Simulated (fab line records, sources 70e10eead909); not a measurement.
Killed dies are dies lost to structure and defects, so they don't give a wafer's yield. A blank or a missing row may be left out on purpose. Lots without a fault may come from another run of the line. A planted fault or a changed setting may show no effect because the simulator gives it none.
Chamber matching | flow nand_harc | NHARC_P_M2_ETCH_35 on rie_diel-06: 4 sister chambers
The step etches the open film in N2/H2, target depth 40 nm, overetch 12 nm, time 43.94 s. 22 wafers are shown with their chamber, then 11 later ones without.

WAFERS WITH THEIR CHAMBER
wafer  | chamber | showerhead_plenum_p_Torr (Torr) | drypump_motor_current_A (A) | rf_vpp_V (V)
L077.1 | 0       | 2.07                            | 6.00                        | 430.8
L077.5 | 2       | 1.92                            | 6.26                        | 428.1
L077.6 | 1       | 2.02                            | 6.21                        | 429.3
L082.4 | 2       | 1.92                            | 6.25                        | 426.7
L082.5 | 2       | 1.92                            | 6.27                        | 426.4
L082.6 | 3       | 2.11                            | 6.31                        | 433.1
L084.2 | 1       | 2.02                            | 6.21                        | 429.8
L084.3 | 2       | 1.92                            | 6.26                        | 426.4
L084.6 | 1       | 2.02                            | 6.20                        | 428.7
L086.1 | 0       | 2.07                            | 6.01                        | 432.1
L086.2 | 2       | 1.92                            | 6.26                        | 426.5
L086.6 | 0       | 2.07                            | 6.01                        | 431.0
L088.1 | 1       | 2.02                            | 6.22                        | 428.5
L088.2 | 0       | 2.07                            | 6.02                        | 433.4
L088.4 | 2       | 1.92                            | 6.25                        | 427.1
L087.1 | 2       | 1.92                            | 6.26                        | 426.4
L087.3 | 1       | 2.02                            | 6.20                        | 430.0
L087.4 | 0       | 2.07                            | 6.00                        | 430.9
L090.3 | 2       | 1.92                            | 6.24                        | 426.6
L090.5 | 3       | 2.10                            | 6.26                        | 432.3
L090.6 | 0       | 2.07                            | 5.97                        | 432.6
L091.1 | 1       | 2.02                            | 6.20                        | 430.7

SIGNATURES (means of the wafers above)
reading                  | chamber 0 | chamber 1 | chamber 2 | chamber 3 | scatter within a chamber
showerhead_plenum_p_Torr | 2.0700    | 2.0200    | 1.9200    | 2.1050    | 0.00167
drypump_motor_current_A  | 6.0017    | 6.2067    | 6.2562    | 6.2850    | 0.0142
rf_vpp_V                 | 431.800   | 429.500   | 426.775   | 432.700   | 0.814
Rule: a wafer's distance from a chamber is the root of the sum, over the readings, of the square of ((its reading less the chamber's mean) divided by the reading's scatter). The wafer belongs to the nearest chamber; if the next one is less than 2 further off, it can't be placed. The scatter: the root of (the sum of the squares of (reading less its chamber's mean) over the shown wafers, divided by (wafers less chambers)).

WAFERS WITHOUT THEIR CHAMBER
wafer  | showerhead_plenum_p_Torr (Torr) | drypump_motor_current_A (A) | rf_vpp_V (V)
L091.4 | 2.10                            | 6.28                        | 433.2
L091.6 | 2.10                            | 6.29                        | 431.8
L093.1 | 1.92                            | 6.28                        | 424.7
L093.4 | 2.10                            | 6.26                        | 433.3
L093.5 | 1.92                            | 6.30                        | 427.6
L096.1 | 2.02                            | 6.24                        | 428.7
L096.4 | 2.06                            | 5.97                        | 430.0
L096.5 | 1.92                            | 6.24                        | 427.3
L097.2 | 2.10                            | 6.28                        | 432.7
L097.3 | 2.06                            | 5.99                        | 431.9
L097.6 | 2.02                            | 6.23                        | 431.3

WHICH CHAMBER EACH WENT THROUGH
wafer  | from the rows above | in truth
L091.4 | 3                   | 3
L091.6 | 3                   | 3
L093.1 | 2                   | 2
L093.4 | 3                   | 3
L093.5 | 2                   | 2
L096.1 | 1                   | 1
L096.4 | 0                   | 0
L096.5 | 2                   | 2
L097.2 | 3                   | 3
L097.3 | 0                   | 0
L097.6 | 1                   | 1
Placed correctly: 11 of 11. Can't be placed from these rows: 0. Placed wrongly: 0.
